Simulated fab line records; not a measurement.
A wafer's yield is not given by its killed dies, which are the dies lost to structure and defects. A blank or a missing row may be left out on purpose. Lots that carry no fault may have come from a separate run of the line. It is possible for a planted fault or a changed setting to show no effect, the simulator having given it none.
The tool behind it: which one?    flow n5Finfet    Sampling: 12 lots, 36 wafers, 4 of 1938 route steps

WHAT EACH GAUGE READ, for each wafer
N5_MOL_CONTACT_COAG_CD_MEAS_84: target cd 25.1 nm.
lot   measured      on        cdNm (nm)
L075  day 5 06:31   cdSem-01  25.27 25.28 25.10
L077  day 5 18:04   cdSem-03  25.04 25.27 24.98
L079  day 6 09:25   cdSem-02  25.18 25.01 24.77
L081  day 6 22:13   cdSem-03  25.43 25.50 25.41
L083  day 7 09:08   cdSem-02  25.26 25.20 25.46
L085  day 7 23:41   cdSem-03  25.30 24.79 24.66
L087  day 8 15:11   cdSem-03  25.41 25.37 25.11
L089  day 9 05:08   cdSem-03  25.27 25.69 25.51
L091  day 9 12:17   cdSem-03  25.26 25.00 25.29
L093  day 9 23:49   cdSem-01  25.60 25.42 25.20
L095  day 10 19:50  cdSem-03  24.92 25.10 25.20
L097  day 11 05:59  cdSem-03  25.40 25.59 24.99

EACH LOT AND THE TOOL THAT RAN IT (in order: tool; ch and the chambers of the sampled wafers; start)
lot   N5_MOL_CONTACT_COAG_ETCH_15        N5_MOL_CONTACT_COAG_PRE_CLEAN_141  N5_MOL_CONTACT_COAG_ALD_123
L075  rieDiel-05 ch 0,1,2, day 4 19:37   pvdSputter-02, day 4 23:07         aldSin-02 ch 0,1,3, day 5 05:33
L077  rieDiel-05 ch 1,2, day 5 08:26     pvdSputter-03, day 5 10:55         aldSin-04 ch 0,1,2, day 5 17:13
L079  rieDiel-03 ch 0,2,3, day 5 23:40   pvdSputter-03, day 6 01:57         aldSin-02 ch 2,3, day 6 08:35
L081  rieDiel-05 ch 2,3, day 6 12:05     pvdSputter-01, day 6 14:45         aldSin-04 ch 0,1, day 6 21:23
L083  rieDiel-05 ch 2,3, day 7 00:39     pvdSputter-03, day 7 01:59         aldSin-02 ch 1,2, day 7 08:10
L085  rieDiel-02 ch 1,2,3, day 7 13:37   pvdSputter-02, day 7 17:11         aldSin-03 ch 0,1, day 7 22:50
L087  rieDiel-03 ch 1,3, day 8 02:57     pvdSputter-01, day 8 05:09         aldSin-04 ch 0,2,3, day 8 14:21
L089  rieDiel-03 ch 1,2,3, day 8 18:04   pvdSputter-02, day 8 21:59         aldSin-03 ch 0,2,3, day 9 04:18
L091  rieDiel-05 ch 2,3, day 9 01:49     pvdSputter-01, day 9 04:49         aldSin-04 ch 0,2,3, day 9 11:26
L093  rieDiel-02 ch 0,1,3, day 9 13:06   pvdSputter-03, day 9 16:29         aldSin-04 ch 0,2, day 9 22:59
L095  rieDiel-05 ch 0,2,3, day 10 02:17  pvdSputter-01, day 10 12:01        aldSin-03 ch 0,1,3, day 10 18:59
L097  rieDiel-05 ch 0,1,3, day 10 20:47  pvdSputter-01, day 11 00:04        aldSin-03 ch 0,2, day 11 05:08
- N5_MOL_CONTACT_COAG_ETCH_15: etches SiNx in CH3F/O2, stops on Si:P, target depth 7 nm.
- N5_MOL_CONTACT_COAG_PRE_CLEAN_141: time 60 s.
- N5_MOL_CONTACT_COAG_ALD_123: deposits SiNx, target thk 5 nm, pulse time 1 s, purge time 2 s.

THE ANSWER, worked out from the rows above alone
Rule: the lots themselves supply what counts as usual. Put in order of their means at a reading, lots are off if they are a third of the lots or fewer, leave a main group of 4 or more, and stand apart from it by a gap of 3 or more times the standard deviation of the main group's means; of several such gaps the widest counts. The tables above print the reading to a certain number of digits; a main group whose means all agree to those digits is not used. Also off: a lot with no number at a reading for which 4 or more lots have one. Where the step has rows for the other lots, those lots are counted as sound.
None of the lots is off at any reading shown; this tells nothing.

WHAT THE SIMULATOR HAD INSERTED
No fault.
